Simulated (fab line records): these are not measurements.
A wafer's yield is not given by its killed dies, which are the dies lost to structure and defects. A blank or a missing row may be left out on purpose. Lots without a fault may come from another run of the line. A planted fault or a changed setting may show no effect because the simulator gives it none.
Commonality check across tools ; flow nand harc ; 2 lots, 6 wafers sampled

## THE REASON FOR OPENING IT
At NHARC_END_SORT_01 the reading killed at array is flagged on 2 of 2 lots. Wafers without a fault read 53, standard deviation 18.
Rule: a lot is flagged in two cases, either no wafer of it has a number, or all its wafers with numbers fall more than 4 standard deviations from that mean. The rest of the lots are taken to be sound.

lot;measured;on;killed at array, wafer by wafer;flag
L805;day 29 03:59;prober-02;134 127 137;FLAGGED
L807;day 29 12:34;prober-02;139 127 127;FLAGGED
Average over the flagged lots: 132; offset from the usual +79, equal to +4 standard deviations.

## EACH LOT AND THE TOOL IT RAN ON
Before the reading, the record contains 4 process steps out of a 1302-step route. Read each cell as the tool, then ch plus the chambers that the sampled wafers visited, then the start.
lot;flag;NHARC_A_STAIRCASE_HM_DEP_456;NHARC_THIN_TSV_STRIP_62;NHARC_THIN_TSV_ETCH_59;NHARC_THIN_TSV_ETCH_36
L805;FLAGGED;acl dep-01 ch 0, day 20 21:27;plasma asher-01 ch 1, day 28 15:29;rie metal-02 ch 0,1, day 28 19:05;rie metal-02 ch 0,1, day 28 19:19
L807;FLAGGED;acl dep-01 ch 0, day 21 10:20;plasma asher-01 ch 0,1, day 28 22:37;rie metal-02 ch 0,1, day 29 02:15;rie metal-02 ch 0,1, day 29 02:31
What the steps here do:
- NHARC_A_STAIRCASE_HM_DEP_456: deposits aC, target thk 3100 nm.
- NHARC_THIN_TSV_STRIP_62: strips in N2/H2, time 20 s.
- NHARC_THIN_TSV_ETCH_59: etches the open film in Cl2/BCl3, target depth 880 nm, time 138.1 s.
- NHARC_THIN_TSV_ETCH_36: etches the open film in Cl2/BCl3, target depth 65 nm, time 18.571 s.
- NHARC_END_SORT_01

## FLAGGED AGAINST TOTAL, ONE TOOL AT A TIME (gauges that did the reading follow at the end)
step;tool;lots run;flagged;share of the flagged lots;sound lots run after its first flagged lot
NHARC_A_STAIRCASE_HM_DEP_456;acl dep-01;2;2;all;0
NHARC_THIN_TSV_STRIP_62;plasma asher-01;2;2;all;0
NHARC_THIN_TSV_ETCH_59;rie metal-02;2;2;all;0
NHARC_THIN_TSV_ETCH_36;rie metal-02;2;2;all;0
NHARC_END_SORT_01;prober-02;2;2;all;0

## THE TABLE: WHAT IT ALLOWS
5 rows of the table ran every flagged lot: acl dep-01 at NHARC_A_STAIRCASE_HM_DEP_456, plasma asher-01 at NHARC_THIN_TSV_STRIP_62, rie metal-02 at NHARC_THIN_TSV_ETCH_59, rie metal-02 at NHARC_THIN_TSV_ETCH_36, prober-02 at NHARC_END_SORT_01.
- acl dep-01 at NHARC_A_STAIRCASE_HM_DEP_456 ran 2 lots, 2 of them flagged. The start can't be narrowed down: in this sample, it ran no sound lot prior to its first flagged lot.
- plasma asher-01 at NHARC_THIN_TSV_STRIP_62 ran 2 lots, 2 of them flagged. The start can't be narrowed down: in this sample, it ran no sound lot prior to its first flagged lot.
- rie metal-02 at NHARC_THIN_TSV_ETCH_59 ran 2 lots, 2 of them flagged. The start can't be narrowed down: in this sample, it ran no sound lot prior to its first flagged lot.
- rie metal-02 at NHARC_THIN_TSV_ETCH_36 ran 2 lots, 2 of them flagged. The start can't be narrowed down: in this sample, it ran no sound lot prior to its first flagged lot.
- prober-02 at NHARC_END_SORT_01 ran 2 lots, 2 of them flagged. The start can't be narrowed down: in this sample, it ran no sound lot prior to its first flagged lot.
Counting lots can't tell these 4 tools apart, because each fits a fault that began at some hour. More lots, or a look at what each step does to the wafer, might.

## WHAT THE SIMULATOR HAD PUT IN
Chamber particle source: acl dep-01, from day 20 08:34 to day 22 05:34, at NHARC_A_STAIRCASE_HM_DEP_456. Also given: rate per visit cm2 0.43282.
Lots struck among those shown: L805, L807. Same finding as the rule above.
